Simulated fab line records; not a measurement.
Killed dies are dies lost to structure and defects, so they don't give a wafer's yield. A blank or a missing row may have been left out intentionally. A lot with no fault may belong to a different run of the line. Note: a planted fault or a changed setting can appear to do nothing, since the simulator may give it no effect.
One fault seen from 2 desks | flow n5 finfet | each desk has only its own numbers; what lay behind them comes last

THE METROLOGY DESK
What the gauges read, lot by lot, whatever tool the lot ran on: means of the sampled wafers that have a number. Marked OUT: a lot whose mean sits more than 4 standard deviations from the usual mean, which makes it out of limits; the brackets give that distance. Readings shown: 7 of its 12, picked as those furthest out on some lot.
Columns: A = M4_THK at N5_BEOL_M4_THK_MEAS_53, usual 39.8 nm; B = M4_RS at N5_BEOL_M4_RS_MEAS_58, usual 0.670 ohm/sq; C = IOFF_N at N5_BEOL_M4_RC_MEAS_101, usual 0.163 nA/um; D = IOFF_P at N5_BEOL_M4_RC_MEAS_101, usual 0.22 nA/um; E = ION_N at N5_BEOL_M4_RC_MEAS_101, usual 673 uA/um; F = SS_P at N5_BEOL_M4_RC_MEAS_101, usual 73.4 mV/dec; G = VT_N at N5_BEOL_M4_RC_MEAS_101, usual 249.4 mV
lot  | first seen here | A    | B     | C     | D    | E   | F    | G
L604 | day 9 01:08     | 39.6 | 0.666 | 0.242 | 0.28 | 700 | 74.7 | 242.5
L607 | day 9 23:26     | 40.6 | 0.653 | 0.150 | 0.21 | 668 | 73.4 | 250.3
L606 | day 10 00:38    | 39.9 | 0.667 | 0.148 | 0.20 | 670 | 73.3 | 251.4
L615 | day 12 11:23    | 38.4 | 0.699 | 0.157 | 0.23 | 675 | 73.2 | 249.6
L620 | day 13 17:32    | 42.4 | 0.616 | 0.134 | 0.19 | 676 | 72.4 | 252.1
L622 | day 13 21:48    | 39.2 | 0.683 | 0.137 | 0.19 | 665 | 72.7 | 251.4
Result from this desk: across the 6 lots, nothing is out of limits.

AT THE TOOL OWNER'S DESK: pecvd-01
The tool's own readings at N5_BEOL_M4_DEP_57 (deposits SiCN from 3MS/NH3, target thk 8 nm, time 14 s): means of the sampled wafers that have a number, for each lot that ran on this tool. Marked OUT: a lot whose mean sits more than 4 standard deviations from the usual mean, which makes it out of limits; the brackets give that distance.
Columns: A = chamber pressure Torr at N5_BEOL_M4_DEP_57, usual 3.000 Torr; B = showerhead plenum p Torr at N5_BEOL_M4_DEP_57, usual 3.664 Torr; C = throttle valve pct at N5_BEOL_M4_DEP_57, usual 9.1 %
lot  | first seen here | A     | B     | C
L604 | day 9 01:20     | 3.003 | 3.657 | 8.7
L607 | day 9 23:39     | 3.001 | 3.658 | 8.6
L606 | day 10 00:49    | 3.007 | 3.649 | 8.9
L622 | day 13 22:00    | 3.002 | 3.646 | 9.0
Result from this desk: across the 4 lots, nothing is out of limits.

PUT TOGETHER
The metrology desk saw nothing out of limits.
The desk of the tool owner found nothing out of limits.

WHAT THE SIMULATOR PUT IN
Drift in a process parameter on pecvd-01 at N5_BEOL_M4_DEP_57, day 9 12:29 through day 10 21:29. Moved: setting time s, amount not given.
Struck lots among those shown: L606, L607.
